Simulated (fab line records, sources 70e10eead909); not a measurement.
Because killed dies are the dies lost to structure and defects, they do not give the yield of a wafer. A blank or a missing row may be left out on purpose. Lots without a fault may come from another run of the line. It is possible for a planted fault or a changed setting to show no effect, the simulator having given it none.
fab line records ; flow nand_harc
record: lots: 6; wafers: 18; last_day: 24
route steps=1159 shown P_GATE@163 END@1159
lots that met no fault: taken from a fault-free run of the same line
start_h: hours from the record's opening day to when the first of the lot's shown wafers began ; wait_h: hours since the lot's step before ; " identical to the entry in the row above ; L1.1+2: several wafers, shown together as one row ; - no value, or no start was given ; * or withheld: withheld ; < > ~ a bound
route shown NAME@n: NAME is a module with steps in the file, n the number in the route of the first one ; usual: average and standard deviation across the fault-free wafers ; same: alike in all rows ; chamber/n: place in a boat ; sites: each site's reading ; _std_site: how widely they spread, as a standard deviation ; _edge_site: inner sites' mean taken away from outer sites' mean ; radius_mm: how far each site lies from the wafer's centre ; mask NAME#n: copy n ; behind: the tool/chamber that last shaped the wafer ; hold: why the lot was held/for how many hours/how that ended ; device: the transistor (n, p or np) that didn't switch ; end of line: tests of these same wafers at the route's end ; a step given without rows: its recipe and nothing more ; killed: the dies lost at the first sort to structure and to defects; this is not the yield of the wafer ; map: shows each die of a wafer: x if killed, . if not, _ if none is there
set.NAME: setting as actually run; set.NAME@STEP: the setting as run at that earlier step ; model.NAME: the simulator's own value behind a step, which no gauge read
a table for each step, a row for each wafer; lots at some steps of the route
services: a tool's chamber out of use, with start hour (start_h, from the record's first day; less than 0 if before it), hours out, and reason
== steps ==
step: NHARC_P_GATE_HMDS_39
recipe: time_s: 30
step: NHARC_P_GATE_COAT_40
recipe: spin_rpm: 3000
step: NHARC_P_GATE_SOFTBAKE_41
recipe: temp_c: 122; time_s: 95
step: NHARC_P_GATE_EBR_42
step: NHARC_P_GATE_EXPOSE_43
recipe: na: 0.6; target_cd_nm: 720; dose_mj: 14.81; mask_id: P_NSD
step: NHARC_P_GATE_PEB_44
recipe: peb_temp_c: 118; peb_time_s: 85
step: NHARC_P_GATE_DEVELOP_45
recipe: time_s: 70
step: NHARC_P_GATE_CD_MEAS_46
recipe: target_cd_nm: 720; landing_energy_ev: 500
usual: cd_nm: 720.1/1.1
lot.wafer;tool;chamber;start_h;wait_h;cd_nm
L471.4;cd_sem-02;0;135.53;-;720.6
L471.5;cd_sem-02;0;135.53;-;721.7
L471.6;cd_sem-02;0;135.53;-;721.8
L479.1;cd_sem-02;0;183.53;-;718.9
L479.4;cd_sem-02;0;183.53;-;720.9
L479.6;cd_sem-02;0;183.53;-;721.1
L476.1;cd_sem-03;0;185.95;-;720.0
L476.5;cd_sem-03;0;185.95;-;717.9
L476.6;cd_sem-03;0;185.95;-;719.3
L485.1;cd_sem-03;0;213.21;-;717.8
L485.4;cd_sem-03;0;213.21;-;719.6
L485.5;cd_sem-03;0;213.21;-;718.9
L488.2;cd_sem-03;0;229.78;-;720.9
L488.5;cd_sem-03;0;229.78;-;722.0
L488.6;cd_sem-03;0;229.78;-;721.2
L487.1;cd_sem-02;0;230.04;-;720.0
L487.5;cd_sem-02;0;230.04;-;723.0
L487.6;cd_sem-02;0;230.04;-;721.6
step: NHARC_P_GATE_HARDBAKE_47
recipe: temp_c: 125; time_s: 80
step: NHARC_P_GATE_DESCUM_48
recipe: time_s: 3; o2_flow_sccm: 200; ar_flow_sccm: 0; bias_power_w: 0; chemistry: O2
usual: drypump_motor_current_A: 5.6/0.48; oes_product_au: 1.000/0.0087; rf_vpp_V: 57.8/1; showerhead_plenum_p_Torr: 1.93/0.091; throttle_valve_pct: 11.311/0.0094
same: time_s: 3
lot.wafer;tool;chamber;start_h;wait_h;drypump_motor_current_A;oes_product_au;rf_hours_counter_h;rf_vpp_V;showerhead_plenum_p_Torr;throttle_valve_pct
L471.4;rie_diel-02;3;135.69;-;5.8;0.997;29;58.8;2.01;11.312
L471.6;rie_diel-02;2;135.69;-;5.5;1.009;-;56.7;1.80;11.309
L471.5;rie_diel-02;3;135.69;-;5.8;0.988;-;58.6;2.01;11.310
L479.4;rie_diel-12;0;183.69;-;5.7;0.996;53;58.7;1.92;11.325
L479.1;rie_diel-12;2;183.69;-;5.8;0.997;58;57.8;1.92;11.305
L479.6;rie_diel-12;0;183.69;-;5.7;0.999;-;56.9;1.92;11.308
L476.1;rie_diel-11;3;186.15;-;6.0;1.007;62;57.6;2.06;11.294
L476.5;rie_diel-11;0;186.15;-;5.0;0.998;-;55.9;1.79;11.302
L476.6;rie_diel-11;1;186.15;-;6.4;1.023;-;57.1;1.83;11.312
L485.4;rie_diel-12;2;213.37;-;5.7;0.991;1;58.9;1.92;11.316
L485.1;rie_diel-12;0;213.37;-;5.7;0.993;1;56.8;1.92;11.294
L485.5;rie_diel-12;2;213.37;-;5.7;0.985;-;57.8;1.92;11.302
L488.2;rie_diel-02;1;229.96;-;5.0;1.001;16;58.8;1.96;11.306
L488.5;rie_diel-02;0;229.96;-;6.3;0.997;-;59.0;2.03;11.312
L488.6;rie_diel-02;1;229.96;-;4.9;0.994;-;58.2;1.96;11.297
L487.1;rie_diel-12;1;230.20;-;5.0;0.989;6;57.5;1.82;11.288
L487.6;rie_diel-12;1;230.20;-;5.0;0.984;-;59.1;1.82;11.314
L487.5;rie_diel-12;2;230.20;-;5.8;0.988;-;58.3;1.92;11.314
step: NHARC_P_GATE_IMPLANT_49
recipe: energy_kev: 30; dose_cm2: 3e+15; tilt_deg: 7
step: NHARC_P_GATE_STRIP_111
recipe: power_w: 1500; temp_c: 110; time_s: 250; chemistry: N2/H2
usual: drypump_motor_current_A: 5.3/0.36; heater_power_w: 84/5.6; temp_c: 110.03/0.13
same: time_s: 250
lot.wafer;tool;chamber;start_h;wait_h;drypump_motor_current_A;heater_power_w;rf_hours_counter_h;temp_c
L471.4;plasma_asher-01;0;136.20;0.3;5.5;88;-;109.97
L471.5;plasma_asher-01;1;136.20;0.3;4.9;77;-;110.22
L471.6;plasma_asher-01;0;136.20;0.3;5.5;91;-;110.02
L479.1;plasma_asher-01;1;184.19;0.3;4.9;79;27;109.91
L479.4;plasma_asher-01;1;184.19;0.3;4.9;76;-;110.09
L479.6;plasma_asher-01;0;184.19;0.3;5.6;90;-;110.18
L476.1;plasma_asher-01;1;186.71;0.4;4.9;76;28;109.95
L476.5;plasma_asher-01;0;186.71;0.4;5.6;89;-;110.12
L476.6;plasma_asher-01;1;186.71;0.4;4.9;77;-;110.03
L485.1;plasma_asher-02;1;213.88;0.3;5.1;84;6;110.11
L485.4;plasma_asher-02;0;213.88;0.3;5.8;87;-;109.99
L485.5;plasma_asher-02;1;213.88;0.3;5.1;83;-;109.99
L488.2;plasma_asher-02;1;230.36;0.2;5.1;87;12;109.84
L488.6;plasma_asher-02;0;230.36;0.2;5.8;89;-;109.75
L488.5;plasma_asher-02;1;230.36;0.2;5.0;84;-;110.04
L487.1;plasma_asher-02;1;230.73;0.4;5.0;83;12;110.00
L487.5;plasma_asher-02;0;230.73;0.4;5.8;88;-;109.89
L487.6;plasma_asher-02;1;230.73;0.4;5.1;83;-;110.07
step: NHARC_P_GATE_STRIP_75
recipe: power_w: 1500; temp_c: 250; chemistry: O2
usual: drypump_motor_current_A: 5.3/0.36; heater_power_w: 315/21; temp_c: 249.99/0.18
lot.wafer;tool;chamber;start_h;wait_h;drypump_motor_current_A;heater_power_w;rf_hours_counter_h;temp_c
L471.4;plasma_asher-01;0;136.39;0.1;5.6;331;-;250.33
L471.5;plasma_asher-01;1;136.39;0.1;4.9;281;-;250.05
L471.6;plasma_asher-01;0;136.39;0.1;5.5;335;-;249.92
L479.1;plasma_asher-01;1;184.49;0.2;5.0;290;27;249.61
L479.4;plasma_asher-01;1;184.49;0.2;4.9;286;-;249.71
L479.6;plasma_asher-01;0;184.49;0.2;5.6;337;-;249.80
L476.1;plasma_asher-01;1;186.97;0.2;5.0;285;28;249.65
L476.5;plasma_asher-01;0;186.97;0.2;5.5;330;-;249.86
L476.6;plasma_asher-01;1;186.97;0.2;4.9;287;-;249.66
L485.1;plasma_asher-02;1;214.14;0.2;5.0;309;6;250.05
L485.4;plasma_asher-02;0;214.14;0.2;5.9;333;-;250.04
L485.5;plasma_asher-02;1;214.14;0.2;5.0;307;-;249.98
L488.2;plasma_asher-02;1;230.62;0.2;5.1;309;12;249.73
L488.6;plasma_asher-02;0;230.62;0.2;5.9;332;-;250.10
L488.5;plasma_asher-02;1;230.62;0.2;5.1;312;-;250.04
L487.1;plasma_asher-02;1;230.99;0.2;5.0;310;12;249.98
L487.5;plasma_asher-02;0;230.99;0.2;5.8;331;-;250.11
L487.6;plasma_asher-02;1;230.99;0.2;5.0;309;-;250.13
step: NHARC_P_GATE_STRIP_50
recipe: time_s: 900; temp_c: 130; chemistry: SPM
step: NHARC_P_GATE_DEHYDRATE_51
recipe: temp_c: 150; time_s: 120
step: NHARC_P_GATE_HMDS_52
recipe: time_s: 30
step: NHARC_P_GATE_COAT_53
recipe: spin_rpm: 3000
step: NHARC_P_GATE_SOFTBAKE_54
recipe: temp_c: 122; time_s: 95
step: NHARC_P_GATE_EBR_55
step: NHARC_P_GATE_EXPOSE_56
recipe: na: 0.6; target_cd_nm: 720; dose_mj: 14.81; mask_id: P_PSD
step: NHARC_P_GATE_PEB_57
recipe: peb_temp_c: 118; peb_time_s: 85
step: NHARC_P_GATE_DEVELOP_58
recipe: time_s: 70
step: NHARC_P_GATE_CD_MEAS_59
recipe: target_cd_nm: 720; landing_energy_ev: 500
usual: cd_nm: 720.2/1.1
lot.wafer;tool;chamber;start_h;wait_h;cd_nm
L471.4;cd_sem-02;0;137.29;-;719.7
L471.5;cd_sem-02;0;137.29;-;719.2
L471.6;cd_sem-02;0;137.29;-;718.7
L479.1;cd_sem-03;0;185.42;-;719.3
L479.4;cd_sem-03;0;185.42;-;719.3
L479.6;cd_sem-03;0;185.42;-;718.2
L476.1;cd_sem-02;0;187.89;-;721.4
L476.5;cd_sem-02;0;187.89;-;722.8
L476.6;cd_sem-02;0;187.89;-;720.0
L485.1;cd_sem-03;0;215.10;-;720.9
L485.4;cd_sem-03;0;215.10;-;720.1
L485.5;cd_sem-03;0;215.10;-;720.0
L488.2;cd_sem-03;0;231.41;-;721.5
L488.5;cd_sem-03;0;231.41;-;719.1
L488.6;cd_sem-03;0;231.41;-;720.9
L487.1;cd_sem-03;0;231.93;-;717.5
L487.5;cd_sem-03;0;231.93;-;719.3
L487.6;cd_sem-03;0;231.93;-;719.3
step: NHARC_P_GATE_HARDBAKE_60
recipe: temp_c: 125; time_s: 80
step: NHARC_P_GATE_DESCUM_61
recipe: time_s: 3; o2_flow_sccm: 200; ar_flow_sccm: 0; bias_power_w: 0; chemistry: O2
usual: drypump_motor_current_A: 5.6/0.53; oes_product_au: 1.001/0.0079; rf_vpp_V: 57.9/0.89; showerhead_plenum_p_Torr: 1.94/0.099; throttle_valve_pct: 11.312/0.0086
same: time_s: 3
lot.wafer;tool;chamber;start_h;wait_h;drypump_motor_current_A;oes_product_au;rf_hours_counter_h;rf_vpp_V;showerhead_plenum_p_Torr;throttle_valve_pct
L471.4;rie_diel-02;3;137.46;-;5.8;1.004;29;60.1;2.01;11.309
L471.5;rie_diel-02;1;137.46;-;4.9;0.987;-;56.9;1.97;11.302
L471.6;rie_diel-02;2;137.46;-;5.5;1.010;-;57.2;1.80;11.319
L479.1;rie_diel-11;0;185.59;-;5.0;1.006;52;56.9;1.79;11.323
L479.4;rie_diel-11;1;185.59;-;6.4;1.005;57;56.6;1.83;11.311
L479.6;rie_diel-11;3;185.59;-;5.9;1.008;-;58.3;2.06;11.309
L476.1;rie_diel-12;2;188.06;-;5.8;1.001;61;57.1;1.92;11.305
L476.5;rie_diel-12;2;188.06;-;5.8;0.993;-;56.8;1.92;11.319
L476.6;rie_diel-12;3;188.06;-;6.0;0.991;-;59.0;2.00;11.305
L485.1;rie_diel-02;1;215.27;-;4.9;0.995;14;56.9;1.96;11.315
L485.4;rie_diel-02;2;215.27;-;5.5;1.013;14;56.0;1.79;11.318
L485.5;rie_diel-02;1;215.27;-;4.9;1.010;-;56.8;1.96;11.293
L488.2;rie_diel-12;2;231.59;-;5.8;0.986;7;57.4;1.92;11.320
L488.6;rie_diel-12;0;231.59;-;5.7;0.993;-;57.4;1.91;11.313
L488.5;rie_diel-12;1;231.59;-;5.0;0.991;-;57.1;1.82;11.305
L487.1;rie_diel-02;2;232.13;-;5.5;1.008;16;57.2;1.79;11.307
L487.6;rie_diel-02;3;232.13;-;5.8;1.002;-;56.9;2.00;11.321
L487.5;rie_diel-02;0;232.13;-;6.3;0.998;-;57.7;2.03;11.313
step: NHARC_P_GATE_IMPLANT_62
recipe: energy_kev: 20; dose_cm2: 3e+15; tilt_deg: 7
step: NHARC_P_GATE_STRIP_112
recipe: power_w: 1500; temp_c: 110; time_s: 200; chemistry: N2/H2
step: NHARC_P_GATE_STRIP_76
recipe: power_w: 1500; temp_c: 250; chemistry: O2
usual: drypump_motor_current_A: 5.3/0.37; heater_power_w: 316/21; temp_c: 249.99/0.17
lot.wafer;tool;chamber;start_h;wait_h;drypump_motor_current_A;heater_power_w;rf_hours_counter_h;temp_c
L471.4;plasma_asher-01;0;138.09;0.2;5.5;334;-;250.10
L471.6;plasma_asher-01;0;138.09;0.2;5.6;337;-;250.05
L471.5;plasma_asher-01;1;138.09;0.2;4.9;291;-;249.97
L479.1;plasma_asher-01;0;186.21;0.2;5.5;329;28;250.10
L479.4;plasma_asher-01;0;186.21;0.2;5.5;338;-;250.04
L479.6;plasma_asher-01;0;186.21;0.2;5.6;338;-;250.28
L476.1;plasma_asher-01;1;189.54;0.2;5.0;286;31;250.20
L476.5;plasma_asher-01;0;189.54;0.2;5.6;329;-;249.79
L476.6;plasma_asher-01;1;189.54;0.2;5.0;278;-;250.13
L485.1;plasma_asher-02;1;215.90;0.2;5.1;305;7;249.72
L485.4;plasma_asher-02;1;215.90;0.2;5.0;306;-;249.87
L485.5;plasma_asher-02;1;215.90;0.2;5.0;311;-;249.74
L488.2;plasma_asher-02;0;232.58;0.2;5.8;328;13;249.85
L488.5;plasma_asher-02;0;232.58;0.2;5.8;333;-;250.16
L488.6;plasma_asher-02;1;232.58;0.2;5.0;307;-;250.15
L487.1;plasma_asher-01;1;233.14;0.2;4.9;280;47;249.92
L487.5;plasma_asher-01;0;233.14;0.2;5.6;333;-;250.03
L487.6;plasma_asher-01;1;233.14;0.2;4.9;282;-;249.91
step: NHARC_P_GATE_STRIP_63
recipe: time_s: 900; temp_c: 130; chemistry: SPM
step: NHARC_P_GATE_DEHYDRATE_83
recipe: temp_c: 150; time_s: 120
step: NHARC_P_GATE_HMDS_84
recipe: time_s: 30
step: NHARC_P_GATE_COAT_85
recipe: spin_rpm: 3000
step: NHARC_P_GATE_SOFTBAKE_86
recipe: temp_c: 122; time_s: 95
step: NHARC_P_GATE_EBR_87
step: NHARC_P_GATE_EXPOSE_88
recipe: na: 0.6; target_cd_nm: 2000; dose_mj: 11.87; mask_id: P_HVN
step: NHARC_P_GATE_PEB_89
recipe: peb_temp_c: 118; peb_time_s: 85
step: NHARC_P_GATE_DEVELOP_90
recipe: time_s: 70
step: NHARC_P_GATE_CD_MEAS_91
recipe: target_cd_nm: 2000; landing_energy_ev: 500
usual: cd_nm: 2000.0/1.2
lot.wafer;tool;chamber;start_h;wait_h;cd_nm
L471.4;cd_sem-02;0;138.99;-;1998.2
L471.5;cd_sem-02;0;138.99;-;1998.4
L471.6;cd_sem-02;0;138.99;-;1999.1
L479.1;cd_sem-02;0;187.13;-;1998.0
L479.4;cd_sem-02;0;187.13;-;2001.0
L479.6;cd_sem-02;0;187.13;-;1998.7
L476.1;cd_sem-01;0;190.32;-;2000.6
L476.5;cd_sem-01;0;190.32;-;1999.1
L476.6;cd_sem-01;0;190.32;-;2000.8
L485.1;cd_sem-01;0;216.82;-;1998.8
L485.4;cd_sem-01;0;216.82;-;1998.5
L485.5;cd_sem-01;0;216.82;-;1998.2
L488.2;cd_sem-03;0;233.50;-;1998.0
L488.5;cd_sem-03;0;233.50;-;1999.7
L488.6;cd_sem-03;0;233.50;-;1999.0
L487.1;cd_sem-03;0;234.05;-;1999.1
L487.5;cd_sem-03;0;234.05;-;2000.3
L487.6;cd_sem-03;0;234.05;-;2001.9
step: NHARC_P_GATE_HARDBAKE_92
recipe: temp_c: 125; time_s: 80
step: NHARC_P_GATE_DESCUM_93
recipe: time_s: 3; o2_flow_sccm: 200; ar_flow_sccm: 0; bias_power_w: 0; chemistry: O2
usual: drypump_motor_current_A: 5.6/0.48; oes_product_au: 1.000/0.0072; rf_vpp_V: 58.0/0.93; showerhead_plenum_p_Torr: 1.94/0.09; throttle_valve_pct: 11.310/0.01
same: time_s: 3
lot.wafer;tool;chamber;start_h;wait_h;drypump_motor_current_A;oes_product_au;rf_hours_counter_h;rf_vpp_V;showerhead_plenum_p_Torr;throttle_valve_pct
L471.4;rie_diel-02;2;139.16;-;5.5;0.998;28;57.5;1.80;11.321
L471.5;rie_diel-02;1;139.16;-;4.9;1.002;-;58.1;1.97;11.301
L471.6;rie_diel-02;2;139.16;-;5.5;0.996;-;58.8;1.80;11.298
L479.1;rie_diel-02;1;187.29;-;4.9;1.002;7;58.3;1.96;11.313
L479.4;rie_diel-02;0;187.29;-;6.3;0.996;7;57.2;2.03;11.318
L479.6;rie_diel-02;2;187.29;-;5.5;1.009;-;57.8;1.79;11.291
L476.1;rie_diel-12;2;190.56;-;5.8;0.992;61;57.6;1.92;11.290
L476.6;rie_diel-12;3;190.56;-;5.9;0.998;-;58.1;2.00;11.305
L476.5;rie_diel-12;0;190.56;-;5.7;0.997;-;58.7;1.92;11.313
L485.4;rie_diel-02;3;217.01;-;5.8;0.988;15;56.9;2.00;11.305
L485.1;rie_diel-02;0;217.01;-;6.3;1.011;16;58.7;2.03;11.298
L485.5;rie_diel-02;3;217.01;-;5.8;1.005;-;58.9;2.00;11.310
L488.2;rie_diel-02;1;233.65;-;4.9;1.008;16;57.7;1.96;11.305
L488.6;rie_diel-02;1;233.65;-;4.9;0.991;-;57.8;1.96;11.301
L488.5;rie_diel-02;2;233.65;-;5.5;1.005;-;56.9;1.79;11.319
L487.1;rie_diel-02;0;234.23;-;6.3;1.021;17;56.7;2.03;11.315
L487.5;rie_diel-02;0;234.23;-;6.3;0.998;-;57.5;2.03;11.296
L487.6;rie_diel-02;1;234.23;-;4.9;1.001;-;56.5;1.96;11.319
step: NHARC_P_GATE_IMPLANT_94
recipe: energy_kev: 60; dose_cm2: 2e+15; tilt_deg: 7
step: NHARC_P_GATE_STRIP_113
recipe: power_w: 1500; temp_c: 110; time_s: 740; chemistry: N2/H2
step: NHARC_P_GATE_INSPECT_68
usual: raw_defect_count: 206/92
lot.wafer;tool;chamber;start_h;wait_h;raw_defect_count
L471.4;defect_inspect-02;-;142.11;0.1;422
L471.5;defect_inspect-02;-;142.11;0.1;363
L471.6;defect_inspect-02;-;142.11;0.1;370
L479.1;defect_inspect-02;-;190.90;0.2;877
L479.4;defect_inspect-02;-;190.90;0.2;884
L479.6;defect_inspect-02;-;190.90;0.2;806
L476.1;defect_inspect-02;-;193.45;0.2;1026
L476.5;defect_inspect-02;-;193.45;0.2;837
L476.6;defect_inspect-02;-;193.45;0.2;873
L485.1;defect_inspect-01;-;220.03;0.2;176
L485.4;defect_inspect-01;-;220.03;0.2;146
L485.5;defect_inspect-01;-;220.03;0.2;291
L488.2;defect_inspect-01;-;237.10;0.1;159
L488.5;defect_inspect-01;-;237.10;0.1;240
L488.6;defect_inspect-01;-;237.10;0.1;208
L487.1;defect_inspect-02;-;237.45;0.2;257
L487.5;defect_inspect-02;-;237.45;0.2;211
L487.6;defect_inspect-02;-;237.45;0.2;239
step: NHARC_END_SORT_01
recipe: temp_c: 25
usual: killed_at_array: 29/11; killed_at_other: 0.6/0.92; killed_at_periphery: 3.2/2; killed_dies: 33/11; killed_open: 3.2/2; killed_short: 1.9/1.5
same: gross_dies: 677
lot.wafer;tool;chamber;start_h;wait_h;killed_at_array;killed_at_other;killed_at_periphery;killed_dies;killed_open;killed_short
L479.1;prober-01;0;510.84;2.5;38;0;65;103;2;3
L479.4;prober-01;0;513.19;3.4;45;0;58;103;1;2
L479.6;prober-01;0;514.75;3.9;34;0;76;110;5;3
L476.1;prober-01;0;519.44;2.5;31;0;57;88;0;1
L476.5;prober-01;0;522.57;3.6;34;0;71;105;7;1
L476.6;prober-01;0;523.35;3.9;22;0;60;82;5;1
killed by level:class
L479.1 P_GATE:unspecified=60 A_CHANNEL_HOLE_D1:chamber_film_flake=18 A_SLIT:chamber_film_flake=10 P_ZERO_WELL:chamber_film_flake=3 A_CONTACT:chamber_film_flake=3 P_CONTACT:geometric_particle:short=1 A_CHANNEL_HOLE_D1:geometric_particle:open=1 A_STAIRCASE:geometric_particle:short=1
L479.4 P_GATE:unspecified=56 A_CHANNEL_HOLE_D1:chamber_film_flake=26 A_SLIT:chamber_film_flake=12 A_STAIRCASE:chamber_film_flake=2 A_WL_FILL:chamber_film_flake=2 P_STI:geometric_particle:short=1 A_WL_FILL:geometric_particle:short=1 A_M0:geometric_particle:open=1
L479.6 P_GATE:unspecified=70 A_CHANNEL_HOLE_D1:chamber_film_flake=16 A_SLIT:chamber_film_flake=8 A_CONTACT:chamber_film_flake=5 P_ZERO_WELL:chamber_film_flake=2 P_GATE:geometric_particle:short=1 P_GATE:geometric_particle:open=1 P_M0:geometric_particle:short=1
L476.1 P_GATE:unspecified=55 A_SLIT:chamber_film_flake=18 A_CHANNEL_HOLE_D1:chamber_film_flake=6 A_ZERO_WELL:chamber_film_flake=2 A_WL_FILL:chamber_film_flake=2 A_CONTACT:chamber_film_flake=2 A_CHANNEL_FILL_D1:geometric_particle:short=1 P_ZERO_WELL:chamber_film_flake=1
L476.5 P_GATE:unspecified=66 A_SLIT:chamber_film_flake=14 A_CHANNEL_HOLE_D1:chamber_film_flake=6 A_CONTACT:chamber_film_flake=4 P_ZERO_WELL:chamber_film_flake=3 P_M0:geometric_particle:open=2 A_STAIRCASE:chamber_film_flake=2 A_ONON_D1:geometric_particle:open=1
L476.6 P_GATE:unspecified=56 A_SLIT:chamber_film_flake=7 A_STAIRCASE:chamber_film_flake=4 A_CONTACT:geometric_particle:open=3 A_CONTACT:chamber_film_flake=3 P_ZERO_WELL:chamber_film_flake=2 A_CHANNEL_HOLE_D1:chamber_film_flake=2 P_CONTACT:geometric_particle:open=1
map L476.5 (x killed, . not)
____________.____________
_________......._________
_______...x..x...._______
______.............______
_____..............._____
____....x.x..........____
____........x..x.x...____
___.....xxxxx.........___
___......x.x.x........___
__.........xx..........__
__........x.xx.....x...__
_......x.x........x....._
_........xx............._
_............x.........._
_.........x..x.........._
_......................x_
........x..x....xx..xxx..
......x...........x.xxxxx
....x..............xxxxxx
..............x...xxxxxxx
...................xxxxxx
_.................xxxxxx_
_.................xxxxxx_
_.................xxxxxx_
_...........x.....xxxxxx_
_.................xxxxxx_
__.................xxxx__
__..................xxx__
___................x.x___
___...................___
____.................____
____.................____
_____..............._____
______.............______
_______..........._______
_________......._________
____________.____________
map L479.6 (x killed, . not)
____________.____________
_________......._________
_______..........._______
______.............______
_____..............._____
____.................____
____......x..........____
___...................___
___...................___
__.....................__
__.....................__
_......x................_
_xx......x.............._
_x............x........._
_xx............x........_
_..........x............_
xx..................x.xxx
x........x.......x.xxxxx.
...................xxxxxx
.x....x...........xxxxxxx
..........xx......xxxxxxx
_.......x.x.x.....xxxxxx_
_.........x.....x.xxxxxx_
_......xx..x.x....xxxxxx_
_..........xx....x.xxxxx_
_..........x.....xxxxxxx_
__......x.x........xxxx__
__........x.........xxx__
___..............x..xx___
___.....x.............___
____...x.............____
____................x____
_____..........x...._____
______.........x...______
_______..........._______
_________......._________
____________.____________
== services ==
tool;chamber;start_h;hours;kind
plasma_asher-02;-;112.98;6.5;repair
rie_diel-02;0;129.91;-;clean
rie_diel-02;1;129.91;-;clean
rie_diel-02;2;129.91;-;clean
rie_diel-02;3;129.91;-;clean
rie_diel-02;-;150.70;9.0;pm
rie_diel-02;0;150.70;9.0;vent_cycle
rie_diel-02;1;150.70;9.0;vent_cycle
rie_diel-02;2;150.70;9.0;vent_cycle
rie_diel-02;3;150.70;9.0;vent_cycle
rie_diel-02;0;159.70;-;clean
rie_diel-02;1;159.70;-;clean
rie_diel-02;2;159.70;-;clean
rie_diel-02;3;159.70;-;clean
plasma_asher-02;-;183.40;9.0;pm
rie_diel-02;0;184.20;-;clean
rie_diel-02;1;184.20;-;clean
rie_diel-02;2;184.20;-;clean
rie_diel-02;3;184.20;-;clean
rie_diel-11;-;189.82;9.0;pm
rie_diel-12;-;202.53;9.0;pm
rie_diel-02;0;208.85;-;clean
rie_diel-02;1;208.85;-;clean
rie_diel-11;2;216.06;3.2;repair
== key ==
first_sign: step: NHARC_P_GATE_INSPECT_68; reading: raw_defect_count; direction: up; sigmas: 7.3; usual: 206; struck: 884
effect: step: NHARC_END_SORT_01; reading: killed_at_periphery; direction: up; sigmas: 30; usual: 3.2; struck: 64.5
more_kills_born_at: NHARC_P_GATE_STRIP_75@plasma_asher-01: 363
met_at NHARC_P_GATE_STRIP_75
struck_wafers L476.1,L476.5,L476.6,L479.1,L479.4,L479.6
tester_left_out L476,L479
onset_between 136.39 184.49
also_fits NHARC_P_GATE_STRIP_111:plasma_asher-01
fault: kind: chamber_particle_source; tool: plasma_asher-01; chamber: -; onset_h: 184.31; steps: NHARC_P_GATE_STRIP_75; rate_per_visit_cm2: 1.1002; end_h: 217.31
tester_left_out: of these lots the tester's yield and bins aren't shown, on N5 and GAA mostly nor the transistor test; their killed dies are dies lost to structure and defects alone, not to doping, threshold or leakage, so they don't give the yield
